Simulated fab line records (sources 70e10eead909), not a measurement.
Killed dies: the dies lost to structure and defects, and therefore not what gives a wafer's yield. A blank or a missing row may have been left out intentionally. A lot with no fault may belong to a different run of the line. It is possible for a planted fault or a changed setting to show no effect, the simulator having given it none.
A lot that was struck, set against a sound lot || flow nand-harc || 15 steps out of a route of 1159
Sound: these wafers, L467.2, L467.5, L467.6. Struck: wafers L484.3, L484.4, L484.6. The cause comes at the end.
Order at every step that has rows: each side's tool, ch and its chambers, its first start. Under that, the readings that differ: sound wafers || struck wafers || difference of the means || sigmas: that difference in standard deviations of wafers without a fault.
alike: words and numbers the same on both sides, and readings whose means are apart by under 2 such deviations; not compared: readings that were withheld, readings missing a value for some wafer, numbers with overlapping values and no deviation given by the record, and bounds like >300 which may hide the same value.
A row with sigmas, a row that says differs or no value, or rows on one side alone: a step with any of these is where the two part. Numbers that have no deviation but don't overlap get no sigmas and don't part them. Lack of a reading on every wafer of one side parts them only where that side has two or more wafers.

first, 4 steps without rows for these wafers: NHARC_A_CONTACT_EBR_04; NHARC_A_CONTACT_EXPOSE_05 (exposes mask A CC); NHARC_A_CONTACT_PEB_06 (peb time 65 s); NHARC_A_CONTACT_DEVELOP_07 (develop time 35 s).
NHARC_A_CONTACT_CD_MEAS_08: target cd 100 nm.
  sound on cd-sem-02 ch 0, day 18 18:03; struck on cd-sem-02 ch 0, day 22 22:23
  alike: cd-nm
NHARC_A_CONTACT_OVL_MEAS_09:
  sound on overlay-01 at day 18 18:08; struck on overlay-02 at day 22 22:28
  alike: overlay-x-nm, overlay-y-nm
NHARC_A_CONTACT_INSPECT_10:
  sound on defect-inspect-02 at day 18 18:10; struck on defect-inspect-01 at day 22 22:30
  alike: raw-defect-count
then, 1 step without rows for these wafers: NHARC_A_CONTACT_DESCUM_13 (chemistry O2, time 3 s).
NHARC_A_CONTACT_ETCH_88: etches the open film in CF4, target depth 39 nm, time 65 s.
  sound on rie-diel-05 ch 1,2,3, day 18 18:20; struck on rie-diel-03 ch 2,3, day 22 22:38
  alike: bias-w, cf4-flow-sccm, drypump-motor-current-A, oes-product-au, rf-fwd-power-W, rf-vpp-V, showerhead-plenum-p-Torr, throttle-valve-pct
  not compared: rf-hours-counter-h
NHARC_A_CONTACT_ETCH_89: etches the open film in N2/H2, target depth 260 nm, time 475.3 s.
  sound on rie-diel-05 ch 1,2; struck on rie-diel-03 ch 0,2,3
  alike: bias-w, chamber-pressure-mTorr, drypump-motor-current-A, oes-product-au, rf-fwd-power-W, rf-vpp-V, showerhead-plenum-p-Torr, throttle-valve-pct
  not compared: rf-hours-counter-h
NHARC_A_CONTACT_ETCH_30: etches the open film in CF4/CHF3, target depth 60.5 nm, time 30.2 s.
  sound on rie-diel-05 ch 1,2; struck on rie-diel-03 ch 0,2,3
{"reading": "cf4-flow-sccm (sccm)", "sound": "99.7 99.4 99.7", "struck": "100.4 100.2 100.1", "difference": "+0.6", "sigmas": "+2"}
  alike: bias-w, drypump-motor-current-A, oes-product-au, rf-fwd-power-W, rf-vpp-V, showerhead-plenum-p-Torr, throttle-valve-pct
  not compared: rf-hours-counter-h
NHARC_A_CONTACT_ETCH_31: etches the open film in O2/COS, target depth 2000 nm, time 520 s.
  sound on rie-diel-05 ch 1,2,3; struck on rie-diel-03 ch 0,2
  alike: bias-w, chamber-pressure-mTorr, drypump-motor-current-A, oes-product-au, rf-fwd-power-W, rf-vpp-V, showerhead-plenum-p-Torr, throttle-valve-pct
  not compared: rf-hours-counter-h
NHARC_A_CONTACT_ETCH_134: etches the open film in C4F8/O2/Ar, time 140 s, target depth 700 nm.
  sound on har-cap-etch-01 ch 0,1, day 18 19:16; struck on har-cap-etch-02 ch 0,1, day 22 23:38
  no value came back on the struck wafers for chamber-pressure-mTorr (mTorr), oes-air-line-au (a.u.); on the sound wafers chamber-pressure-mTorr (mTorr) reads 19.971 19.987 19.973
  not compared: rf-hours-counter-h
NHARC_A_CONTACT_ETCH_135: etches the open film in C4F8/O2/Ar, time 132 s, target depth 1287 nm.
  sound on har-cap-etch-01 ch 0,1, day 18 19:27; struck on har-cap-etch-02 ch 0,1, day 22 23:48
  alike: chamber-pressure-mTorr, oes-air-line-au
  not compared: rf-hours-counter-h
-- the record jumps here: 3 days lie between the struck wafers' starts before and after (it left off in module A_CONTACT and takes up again in module END, whose first step shown is number 1159 of the route) --
NHARC_END_SORT_01:
  only the struck wafers appear in the record here, on prober-02 ch 0 at day 25 16:06; the sound ones have no rows

== WHERE THEY PART ==
Earliest at NHARC_A_CONTACT_ETCH_30; latest, in this record, at NHARC_END_SORT_01.

WHY: the cause the simulator had injected
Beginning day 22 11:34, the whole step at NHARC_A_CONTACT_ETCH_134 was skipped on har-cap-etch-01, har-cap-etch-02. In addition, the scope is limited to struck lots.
